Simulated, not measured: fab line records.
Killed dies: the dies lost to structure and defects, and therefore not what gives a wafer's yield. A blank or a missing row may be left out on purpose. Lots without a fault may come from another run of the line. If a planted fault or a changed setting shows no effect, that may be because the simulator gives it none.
fab line records	flow n5-finfet	part 2 of 2: steps 5 to 6 of 6
[record] lots = 23	wafers = 69	last-day = 20
route steps=1938 shown BEOL_M6@1197
lots that met no fault: from a run of the same line without faults
start-h: hours from the record's first day to the start of the lot's first wafer shown	wait-h: time in hours since the lot's previous step	" unchanged from the row above	L1.1+2: a single row standing in for several wafers	- no value, or no start given	* or withheld: withheld	< > ~ a bound
route shown NAME@n: names a module that has steps shown in the file, with the first one's number in the route	usual: average and standard deviation across the fault-free wafers	same: alike in all rows	chamber/n: place in a boat	sites: the reading at each site	_std_site: standard deviation of those values	_edge_site: the outer-site mean with the inner-site mean subtracted	radius-mm: how far each site lies from the wafer's centre	mask NAME#n: copy n	behind: tool/chamber where the wafer was last shaped	hold: why the lot went on hold/how many hours it stayed there/how the hold came to an end	device: transistor that didn't switch, given as n, p or np	end of line: the same wafers' tests at the end of the route	a step without rows: its recipe alone	killed: dies lost to structure and defects at the first sort, not the wafer's yield	map: a wafer's dies, marking killed ones x, the rest . and places with no die _
set.NAME: the setting the step ran with; set.NAME@STEP: the setting that earlier step ran with	model.NAME: the simulator's own value behind a step, which no gauge read
a sample of lots followed through the steps of the route, with each step as a table and each wafer as a row
services: a tool's chamber out of use, with start hour (start-h, from the record's first day; less than 0 if before it), hours out, and reason
[[steps]]
[step N5_BEOL_M6_STRIP_80]
[recipe] chemistry = N2/H2	time-s = 10	power-w = 450	temp-c = 40	pressure-mtorr = 20	rf-frequency-hz = 6e+07	bias-power-w = 7	n2-flow-sccm = 200	h2-flow-sccm = 200
[usual] bias-power-w = 7.006/0.02	drypump-motor-current-A = 5.8/0.57	oes-product-au = 0.82/0.079	rf-vpp-V = 59.3/0.83	showerhead-plenum-p-Torr = 2.57/0.1	throttle-valve-pct = 23.6/0.32
lot.wafer	tool	chamber	start-h	wait-h	bias-power-w	drypump-motor-current-A	oes-product-au	rf-hours-counter-h	rf-vpp-V	showerhead-plenum-p-Torr	throttle-valve-pct
L075.3	rie-diel-03	2	-	-	7.003	5.7	0.93	27	60.1	2.69	23.4
L075.4	"	3	"	"	6.998	6.0	0.97	12	59.4	2.71	23.5
L075.6	"	0	"	"	7.015	5.0	0.68	-	59.6	2.49	23.4
L076.1	rie-diel-05	0	-	-	7.019	6.4	0.95	10	59.6	2.71	23.8
L076.5	"	1	"	"	7.010	5.1	0.69	-	59.7	2.50	23.2
L076.6	"	0	"	"	6.992	6.4	0.95	-	60.8	2.71	23.8
L074.1	rie-diel-02	2	-	-	7.033	6.5	0.74	174	58.5	2.43	23.8
L074.5	"	2	"	"	6.978	6.5	0.74	-	58.3	2.43	23.8
L074.6	"	3	"	"	6.995	6.8	0.77	-	60.4	2.68	24.0
L078.1	rie-diel-02	0	-	-	6.988	5.3	0.81	67	60.8	2.68	23.7
L078.2	"	3	"	"	6.981	6.8	0.77	100	58.3	2.68	24.0
L078.4	"	2	"	"	7.018	6.4	0.74	175	57.7	2.43	23.8
L077.2	rie-diel-05	2	-	-	7.021	5.9	0.80	106	59.4	2.55	23.2
L077.3	"	0	"	"	7.001	6.4	0.93	16	57.8	2.71	23.8
L077.6	"	3	"	"	7.013	5.3	0.70	-	59.1	2.53	23.8
L079.4	rie-diel-03	2	-	-	6.991	5.7	0.90	-	59.5	2.68	23.4
L079.5	"	3	"	"	7.056	6.0	0.93	-	60.7	2.71	23.5
L079.6	"	1	"	"	7.003	6.3	0.81	-	58.6	2.47	24.1
L081.2	rie-diel-05	2	-	-	7.011	5.8	0.78	117	60.2	2.54	23.2
L081.5	"	0	"	"	6.999	6.4	0.91	-	61.1	2.70	23.8
L081.6	"	3	"	"	6.988	5.3	0.70	-	58.2	2.53	23.8
L084.2	rie-diel-02	1	-	-	6.982	5.6	0.83	71	59.5	2.48	23.6
L084.3	"	0	"	"	7.032	5.3	0.78	85	60.8	2.67	23.7
L084.6	"	1	"	"	6.978	5.6	0.84	-	60.3	2.48	23.5
L082.4	rie-diel-02	3	-	-	6.984	6.8	0.75	124	60.3	2.67	24.0
L082.5	"	0	"	"	7.018	5.3	0.78	-	60.3	2.67	23.7
L082.6	"	3	"	"	6.986	6.8	0.76	-	59.1	2.67	24.0
L080.1	rie-diel-05	2	-	-	7.048	5.9	0.78	128	59.8	2.54	23.2
L080.5	"	1	"	"	7.023	5.1	0.96	-	59.1	2.49	22.8
L080.6	"	2	"	"	7.010	5.8	0.78	-	59.7	2.54	23.2
L087.1	rie-diel-03	1	-	-	6.978	6.3	0.79	110	59.4	2.46	24.1
L087.2	"	0	"	"	7.006	5.0	0.89	14	58.3	2.48	23.3
L087.3	"	3	"	"	7.000	6.0	0.89	44	59.4	2.70	23.5
L085.1	rie-diel-03	0	-	-	7.025	5.0	0.89	18	57.3	2.48	23.3
L085.4	"	2	"	"	6.994	5.7	0.88	56	60.1	2.68	23.4
L085.5	"	0	"	"	6.992	5.0	0.89	-	59.2	2.48	23.3
L088.3	rie-diel-02	1	-	-	7.014	5.7	0.82	82	59.1	2.47	23.6
L088.4	"	3	"	"	7.002	6.8	0.75	131	60.0	2.67	24.0
L088.5	"	3	"	"	7.016	6.8	0.75	-	58.6	2.67	24.0
L089.3	rie-diel-03	2	-	-	6.970	5.8	0.87	63	61.3	2.67	23.5
L089.5	"	1	"	"	6.994	6.3	0.78	-	58.6	2.46	24.1
L089.6	"	0	"	"	6.980	5.0	0.88	-	58.4	2.48	23.3
L090.1	rie-diel-05	0	-	-	6.978	6.4	0.88	37	59.3	2.70	23.8
L090.4	"	0	"	"	6.957	6.5	0.88	-	59.9	2.70	23.8
L090.5	"	1	"	"	7.014	5.1	0.92	-	59.0	2.49	22.8
L091.2	rie-diel-03	0	-	-	7.020	5.0	0.87	25	58.6	2.48	23.4
L091.3	"	1	"	"	7.024	6.3	0.77	124	58.4	2.45	24.1
L091.4	"	2	"	"	7.006	5.7	0.87	65	58.8	2.67	23.4
L093.1	rie-diel-05	3	-	-	7.023	5.3	1.01	0	61.0	2.52	23.3
L093.3	"	1	"	"	7.034	5.1	0.90	23	59.3	2.48	22.8
L093.4	"	2	"	"	7.035	5.8	0.77	143	58.6	2.53	23.2
L095.1	rie-diel-03	1	-	-	7.002	6.3	0.78	124	59.3	2.45	24.1
L095.4	"	2	"	"	7.030	5.7	0.86	66	59.9	2.67	23.4
L095.6	"	1	"	"	7.010	6.3	0.78	-	60.2	2.45	24.1
L086.3	rie-diel-05	3	-	-	7.016	5.3	0.99	2	60.1	2.52	23.3
L086.4	"	1	"	"	7.031	5.1	0.90	25	59.7	2.48	22.8
L086.5	"	3	"	"	7.030	5.3	0.98	-	60.3	2.52	23.3
L092.2	rie-diel-02	3	-	-	6.993	6.8	0.74	148	59.9	2.66	24.0
L092.5	"	3	"	"	7.027	6.8	0.73	-	59.6	2.66	24.0
L092.6	"	0	"	"	7.015	5.3	0.76	-	58.9	2.66	23.7
L094.1	rie-diel-02	3	-	-	6.998	6.8	0.73	149	59.1	2.66	24.0
L094.4	"	3	"	"	7.023	6.8	0.73	-	58.2	2.66	24.0
L094.6	"	1	"	"	7.040	5.7	0.80	-	59.3	2.47	23.6
L096.3	rie-diel-02	0	-	-	7.023	5.3	0.76	114	59.9	2.66	23.7
L096.4	"	1	"	"	6.987	5.7	0.81	100	60.1	2.47	23.6
L096.5	"	3	"	"	6.946	6.8	0.74	-	59.6	2.66	24.0
L097.3	rie-diel-05	1	-	-	7.004	5.1	0.88	33	59.9	2.48	22.8
L097.4	"	0	"	"	6.979	6.4	0.86	49	58.6	2.69	23.8
L097.6	"	0	"	"	7.008	6.4	0.86	-	60.6	2.69	23.8
[step N5_BEOL_M6_SPUTTER_48]
[recipe] material = Cu	target-thk-a = 100	temp-c = -20	bias-v = 60	power-w = 26000	chamber-pressure-pa = 0.13	time-s = 1.667
[usual] substrate-temp-c = -20.00/0.11	susceptor-temp-C = -20.00/0.094	throttle-valve-pct = 29.7/0.9
lot.wafer	tool	chamber	start-h	wait-h	substrate-temp-c	susceptor-temp-C	throttle-valve-pct
L075.3	pvd-sputter-03	-	252.11	0.1	-20.14	-20.13	30.3
L075.4	"	-	"	"	-20.08	-19.96	28.7
L075.6	"	-	"	"	-19.90	-20.05	30.0
L076.1	pvd-sputter-01	-	258.86	0.3	-20.00	-20.03	31.0
L076.5	"	-	"	"	-19.99	-20.10	31.2
L076.6	"	-	"	"	-20.10	-20.08	29.1
L074.1	pvd-sputter-03	-	261.03	0.1	-19.95	-19.78	30.6
L074.5	"	-	"	"	-20.15	-19.93	30.4
L074.6	"	-	"	"	-20.13	-20.04	29.9
L078.1	pvd-sputter-01	-	261.82	0.1	-20.03	-20.07	28.6
L078.2	"	-	"	"	-20.03	-20.04	29.0
L078.4	"	-	"	"	-20.01	-20.15	29.6
L077.2	pvd-sputter-03	-	276.07	0.1	-20.00	-20.10	28.5
L077.3	"	-	"	"	-20.04	-19.98	30.4
L077.6	"	-	"	"	-19.88	-19.95	31.0
L079.4	pvd-sputter-01	-	281.89	0.2	-19.89	-20.11	31.4
L079.5	"	-	"	"	-19.91	-20.01	28.5
L079.6	"	-	"	"	-19.92	-20.00	29.3
L081.2	pvd-sputter-03	-	299.10	0.1	-20.09	-19.88	30.4
L081.5	"	-	"	"	-19.74	-20.00	30.1
L081.6	"	-	"	"	-20.25	-20.06	28.7
L084.2	pvd-sputter-02	-	310.02	0.4	-19.92	-19.85	29.2
L084.3	"	-	"	"	-20.04	-20.00	30.8
L084.6	"	-	"	"	-20.00	-20.00	30.7
L082.4	pvd-sputter-01	-	316.99	0.2	-20.03	-20.07	28.8
L082.5	"	-	"	"	-20.13	-20.07	31.6
L082.6	"	-	"	"	-19.96	-20.04	28.8
L080.1	pvd-sputter-02	-	321.59	0.7	-19.91	-20.09	29.5
L080.5	"	-	"	"	-19.97	-20.15	29.1
L080.6	"	-	"	"	-19.95	-19.91	30.4
L087.1	pvd-sputter-01	-	327.13	0.3	-19.95	-20.05	28.7
L087.2	"	-	"	"	-20.24	-19.98	28.7
L087.3	"	-	"	"	-19.97	-19.97	29.5
L085.1	pvd-sputter-02	-	339.61	0.1	-20.15	-20.12	29.3
L085.4	"	-	"	"	-19.95	-20.09	30.7
L085.5	"	-	"	"	-19.97	-19.99	30.7
L088.3	pvd-sputter-02	-	339.89	0.1	-20.11	-20.06	29.7
L088.4	"	-	"	"	-19.80	-20.04	30.4
L088.5	"	-	"	"	-20.00	-20.01	30.8
L089.3	pvd-sputter-01	-	358.27	0.1	-19.98	-19.87	31.4
L089.5	"	-	"	"	-20.13	-19.97	28.7
L089.6	"	-	"	"	-20.05	-19.90	31.2
L090.1	pvd-sputter-01	-	359.09	0.4	-19.96	-20.10	28.4
L090.4	"	-	"	"	-19.70	-19.74	29.8
L090.5	"	-	"	"	-19.88	-19.95	29.9
L091.2	pvd-sputter-01	-	365.02	0.1	-20.00	-19.91	28.8
L091.3	"	-	"	"	-20.25	-20.07	31.4
L091.4	"	-	"	"	-20.00	-19.79	28.9
L093.1	pvd-sputter-02	-	366.93	1.5	-19.96	-19.90	28.8
L093.3	"	-	"	"	-19.84	-19.93	30.7
L093.4	"	-	"	"	-19.93	-19.94	30.7
L095.1	pvd-sputter-01	-	370.17	1.3	-20.07	-19.87	29.5
L095.4	"	-	"	"	-19.97	-20.04	29.0
L095.6	"	-	"	"	-20.05	-20.01	28.7
L086.3	pvd-sputter-01	-	370.29	1.2	-20.17	-20.11	29.6
L086.4	"	-	"	"	-19.80	-20.01	28.6
L086.5	"	-	"	"	-20.01	-20.03	29.1
L092.2	pvd-sputter-02	-	385.90	0.1	-19.97	-19.85	29.0
L092.5	"	-	"	"	-20.11	-19.87	29.3
L092.6	"	-	"	"	-20.05	-19.99	30.9
L094.1	pvd-sputter-01	-	390.91	0.1	-20.10	-19.96	29.7
L094.4	"	-	"	"	-19.88	-20.01	28.6
L094.6	"	-	"	"	-19.90	-19.99	31.0
L096.3	pvd-sputter-01	-	392.79	0.2	-20.03	-19.97	31.3
L096.4	"	-	"	"	-20.01	-19.90	28.5
L096.5	"	-	"	"	-19.99	-19.96	29.5
L097.3	pvd-sputter-02	-	395.68	0.1	-20.12	-20.01	30.6
L097.4	"	-	"	"	-19.99	-20.05	29.1
L097.6	"	-	"	"	-20.16	-19.97	30.8
[[services]]
tool	chamber	start-h	hours	kind
pecvd-03	-	224.97	0.7	repair
rie-diel-03	2	231.55	11.5	repair
pecvd-01	-	238.27	2.4	repair
rie-diel-02	1	247.44	4.9	repair
pvd-sputter-02	-	257.78	8.9	repair
pecvd-02	-	257.78	1.3	repair
pecvd-01	1	262.74	5.6	repair
pecvd-01	-	270.69	1.4	repair
rie-diel-05	1	281.94	-	clean
rie-diel-05	1	281.94	-	consumable-replace:focus-ring
rie-diel-05	1	281.94	25.9	scheduled-down
rie-diel-05	1	281.94	25.9	vent-cycle
rie-diel-03	2	283.66	7.7	repair
pecvd-03	-	289.91	1.7	repair
pecvd-02	-	311.91	1.3	repair
pecvd-01	-	316.05	2.9	repair
pvd-sputter-02	-	325.03	0.5	repair
rie-diel-05	2	330.50	5.1	repair
rie-diel-05	3	337.74	-	clean
pvd-sputter-02	-	345.96	8.9	repair
pecvd-03	-	352.76	14.6	pm
rie-diel-02	2	383.45	6.2	repair
pecvd-02	-	383.77	14.6	pm
pvd-sputter-03	-	388.30	6.5	repair
